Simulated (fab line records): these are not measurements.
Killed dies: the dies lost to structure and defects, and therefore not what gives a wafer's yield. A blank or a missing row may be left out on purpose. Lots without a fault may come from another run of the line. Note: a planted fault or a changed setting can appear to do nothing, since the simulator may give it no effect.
Which of the tools did it? / flow n5 finfet / 11 lots (31 wafers sampled), 1 step of a 1938-step route

## WHAT EACH GAUGE READ, for each wafer
N5_BEOL_M9_OVL_MEAS_12.
lot=L458; measured=day 10 23:57; on=overlay-01; M9_OVL (nm)=0.0 0.5 0.4
lot=L457; measured=day 11 07:16; on=overlay-02; M9_OVL (nm)=-0.3 -0.7 0.1
lot=L459; measured=day 11 10:22; on=overlay-01; M9_OVL (nm)=0.2 0.5 -1.0
lot=L460; measured=day 11 17:16; on=overlay-02; M9_OVL (nm)=-1.0 0.0 -0.7
lot=L464; measured=day 12 14:01; on=overlay-02; M9_OVL (nm)=-0.5 0.2
lot=L463; measured=day 12 16:31; on=overlay-01; M9_OVL (nm)=-0.4 -0.3
lot=L472; measured=day 14 19:50; on=overlay-01; M9_OVL (nm)=0.8 -0.3 0.1
lot=L475; measured=day 15 07:50; on=overlay-01; M9_OVL (nm)=-0.3 -0.5 -0.3
lot=L474; measured=day 15 18:29; on=overlay-01; M9_OVL (nm)=-0.6 -0.7 -0.2
lot=L477; measured=day 15 21:34; on=overlay-01; M9_OVL (nm)=-0.7 -0.3 -0.2
lot=L478; measured=day 15 22:31; on=overlay-02; M9_OVL (nm)=-1.1 -1.0 -1.4

## EACH LOT AND THE TOOL THAT RAN IT (in order: tool; ch and the chambers of the sampled wafers; start)
The record shows no process step preceding these readings.

## THE ANSWER, worked out from the rows above alone
Rule: usual is defined by the lots themselves. The widest of any qualifying gaps counts: lots, ordered by their means at a reading, are off when they make up no more than a third of the lots, leave a main group of 4 or more, and stand apart from it by 3 or more times the standard deviation of that group's means. A main group whose means are all the same, to the digits that the tables above print for the reading, isn't used. A lot without any number at a reading at which 4 lots or more have one is off too. The other lots that the step has rows for count as sound.
Across all readings shown, no lot is off: no conclusion can be drawn from this.

## WHAT HAD BEEN PUT IN BY THE SIMULATOR
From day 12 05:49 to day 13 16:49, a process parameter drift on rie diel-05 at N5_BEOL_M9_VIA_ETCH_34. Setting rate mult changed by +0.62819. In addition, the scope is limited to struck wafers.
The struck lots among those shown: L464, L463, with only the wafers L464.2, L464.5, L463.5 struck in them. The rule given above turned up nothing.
